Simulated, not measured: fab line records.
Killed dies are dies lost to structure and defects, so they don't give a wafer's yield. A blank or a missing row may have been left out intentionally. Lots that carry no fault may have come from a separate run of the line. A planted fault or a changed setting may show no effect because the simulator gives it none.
Split-lot experiment | flow n5 finfet | on a route of 1938 steps: 7 lots, 39 wafers read

== THE SPLIT ITSELF ==
At N5_SD_EPI_P_ETCH_37 (etches SOC in N2/H2, overetch 108 nm, time 486 s), the setting source w was moved away from the recipe's 3000 W on 9 of the 39 wafers read, by +9.8% to +14.5%. The other wafers ran this setting at the recipe's value.

The split's own step is where the reading is taken.

== THE READING ==
rf vpp V, in V, at N5_SD_EPI_P_ETCH_37 (etches SOC in N2/H2, overetch 108 nm, time 486 s). Fault-free wafers of this fab line usually give 241.0 V, standard deviation 1.2 V.

wafer  | tool, chamber at the split | source w as run, W | against the recipe | rf vpp V, V | against lot-mates on the recipe
L076.1 | rie diel-02, 3             | 3000               | recipe             | 238.0       | -
L076.2 | rie diel-02, 1             | 3000               | recipe             | 240.4       | -
L076.3 | rie diel-02, 0             | 3000               | recipe             | 240.7       | -
L076.4 | rie diel-02, 2             | 3000               | recipe             | 239.7       | -
L076.5 | rie diel-02, 0             | 3000               | recipe             | 241.2       | -
L076.6 | rie diel-02, 1             | 3000               | recipe             | 241.4       | -
L077.1 | rie diel-02, 3             | 3295               | +9.8%              | 231.7       | -8.7
L077.2 | rie diel-02, 2             | 3295               | +9.8%              | 234.5       | -5.9
L077.3 | rie diel-02, 1             | 3000               | recipe             | 241.3       | -
L077.4 | rie diel-02, 0             | 3000               | recipe             | 240.5       | -
L077.5 | rie diel-02, 1             | 3295               | +9.8%              | 232.9       | -7.5
L077.6 | rie diel-02, 2             | 3000               | recipe             | 239.3       | -
L079.1 | rie diel-02, 3             | 3000               | recipe             | 239.8       | -
L079.2 | rie diel-02, 2             | 3000               | recipe             | 241.6       | -
L079.3 | rie diel-02, 0             | 3000               | recipe             | 241.1       | -
L079.4 | rie diel-02, 1             | 3000               | recipe             | 240.5       | -
L079.5 | rie diel-02, 3             | 3000               | recipe             | 240.3       | -
L079.6 | rie diel-02, 2             | 3000               | recipe             | 240.6       | -
L081.1 | rie diel-01, 1             | 3435               | +14.5%             | 231.7       | -9.7
L081.2 | rie diel-01, 3             | 3000               | recipe             | 241.1       | -
L081.3 | rie diel-01, 2             | 3435               | +14.5%             | 229.3       | -12.1
L081.4 | rie diel-01, 2             | 3435               | +14.5%             | 230.5       | -10.9
L081.5 | rie diel-01, 1             | 3000               | recipe             | 241.6       | -
L081.6 | rie diel-01, 3             | 3000               | recipe             | 241.4       | -
L086.1 | rie diel-02, 3             | 3000               | recipe             | 237.3       | -
L086.2 | rie diel-02, 0             | 3396               | +13.2%             | 230.0       | -8.9
L086.3 | rie diel-02, 2             | 3396               | +13.2%             | 230.3       | -8.6
L086.4 | rie diel-02, 1             | 3000               | recipe             | 240.6       | -
L086.5 | rie diel-02, 2             | 3000               | recipe             | 238.8       | -
L086.6 | rie diel-02, 1             | 3396               | +13.2%             | 231.8       | -7.1
L087.1 | rie diel-03, 1             | 3000               | recipe             | 242.6       | -
L087.3 | rie diel-03, 3             | 3000               | recipe             | 240.5       | -
L087.4 | rie diel-03, 3             | 3000               | recipe             | 240.2       | -
L092.1 | rie diel-02, 2             | 3000               | recipe             | 240.1       | -
L092.2 | rie diel-02, 0             | 3000               | recipe             | 240.5       | -
L092.3 | rie diel-02, 1             | 3000               | recipe             | 240.1       | -
L092.4 | rie diel-02, 1             | 3000               | recipe             | 240.7       | -
L092.5 | rie diel-02, 2             | 3000               | recipe             | 241.2       | -
L092.6 | rie diel-02, 0             | 3000               | recipe             | 242.3       | -

THE FIT
A straight line over all 39 wafers: rf vpp V changes by -0.723 V for each +1% of source w; r = -0.96; the points scatter about the line by 1.1 V.
The same after taking each lot's own level away (the mean of its wafers on the recipe; 39 wafers): -0.702 V for each +1%; r = -0.97; scatter 1 V.
According to that fit, moving source w by its largest amount changes the reading by 10 V.
The span of the lots' own levels, 238.90 to 241.37 V, comes to 2.1 times the standard deviation stated above.
Hence the lot-to-lot level has little effect on the slope; both slopes agree.
Check: -10.3 V against its lot-mates is what the line predicts for one of the wafers moved furthest among these (+14.5%) when that wafer is left out of the fit. It came out at -9.67 V against them.
Tool readings at the split's step, against how far the setting was moved: rf vpp V r = -0.96.

== OTHER SPLITS ON THESE WAFERS ==
Before the reading, these wafers also passed through other splits. Each is held against what the fit with the lots' levels taken away leaves over:
other split on the same wafers | wafers away from the commonest value | r with rf vpp V (lot level and that fit taken away)
N5_FIN_SAQP_ALD_61 ald cycles  | 9                                    | +0.13
N5_DUMMY_GATE_ETCH_32 time s   | 12                                   | +0.06

== FILE'S OWN FIT ==
rf vpp V changes by -0.702 V for each +1% of source w, r = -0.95.
